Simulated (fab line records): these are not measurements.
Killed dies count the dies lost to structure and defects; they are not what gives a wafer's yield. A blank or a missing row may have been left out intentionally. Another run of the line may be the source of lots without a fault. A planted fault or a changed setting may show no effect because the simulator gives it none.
Chamber matching | flow n5-finfet | 4 sister chambers for N5_BEOL_M4_STRIP_36 on rie-diel-06
The step strips in N2/H2. 18 wafers are shown with their chamber, then 9 later ones without.

EACH WAFER AND ITS CHAMBER
wafer  | chamber | drypump-motor-current-A (A) | throttle-valve-pct (%) | showerhead-plenum-p-Torr (Torr)
L074.1 | 0       | 5.0                         | 23.81                  | 2.61
L074.3 | 2       | 5.7                         | 23.43                  | 2.40
L074.6 | 2       | 5.6                         | 23.50                  | 2.40
L078.1 | 0       | 5.1                         | 23.86                  | 2.60
L078.2 | 3       | 6.5                         | 23.36                  | 2.40
L078.5 | 0       | 5.0                         | 23.82                  | 2.60
L080.1 | 1       | 5.4                         | 23.07                  | 2.53
L080.4 | 0       | 5.1                         | 23.86                  | 2.60
L080.5 | 2       | 5.7                         | 23.24                  | 2.72
L083.2 | 3       | 6.4                         | 23.37                  | 2.40
L083.3 | 1       | 5.4                         | 23.11                  | 2.53
L083.4 | 0       | 5.1                         | 23.86                  | 2.60
L084.1 | 0       | 5.0                         | 23.85                  | 2.60
L084.2 | 1       | 5.4                         | 23.10                  | 2.53
L084.3 | 3       | 6.4                         | 23.38                  | 2.40
L088.2 | 1       | 5.4                         | 23.11                  | 2.52
L088.3 | 3       | 6.4                         | 23.39                  | 2.40
L088.5 | 2       | 5.7                         | 23.27                  | 2.71

SIGNATURES (means of the wafers above)
reading                  | chamber 0 | chamber 1 | chamber 2 | chamber 3 | scatter within a chamber
drypump-motor-current-A  | 5.050     | 5.400     | 5.675     | 6.425     | 0.0463
throttle-valve-pct       | 23.8433   | 23.0975   | 23.3600   | 23.3750   | 0.0604
showerhead-plenum-p-Torr | 2.6017    | 2.5275    | 2.5575    | 2.4000    | 0.0843
Rule: distance of a wafer from a chamber = root of the sum over the readings of ((wafer's reading minus chamber's mean) / reading's scatter) squared. If the next closest chamber is less than 2 further off than the closest, the wafer can't be placed; otherwise it belongs to the closest. The scatter is the square root of a quotient: the sum, over the shown wafers, of each reading's squared deviation from its chamber's mean, divided by wafers minus chambers.

WAFERS WHOSE CHAMBER IS MISSING
wafer  | drypump-motor-current-A (A) | throttle-valve-pct (%) | showerhead-plenum-p-Torr (Torr)
L094.3 | 5.6                         | 23.26                  | 2.70
L094.4 | 5.4                         | 23.10                  | 2.52
L094.5 | 5.4                         | 23.10                  | 2.52
L096.1 | 5.7                         | 23.33                  | 2.70
L096.2 | 5.1                         | 23.60                  | 2.59
L096.5 | 5.6                         | 23.28                  | 2.70
L097.1 | 5.4                         | 23.13                  | 2.51
L097.2 | 5.6                         | 23.34                  | 2.70
L097.5 | 5.0                         | 23.59                  | 2.59

EACH ONE'S CHAMBER
wafer  | from the rows above | in truth
L094.3 | 2                   | 2
L094.4 | 1                   | 1
L094.5 | 1                   | 1
L096.1 | 2                   | 2
L096.2 | 0                   | 0
L096.5 | 2                   | 2
L097.1 | 1                   | 1
L097.2 | 2                   | 2
L097.5 | 0                   | 0
Correct placement for 9 of the 9. Number that these rows cannot place: 0. Placed wrongly: 0.
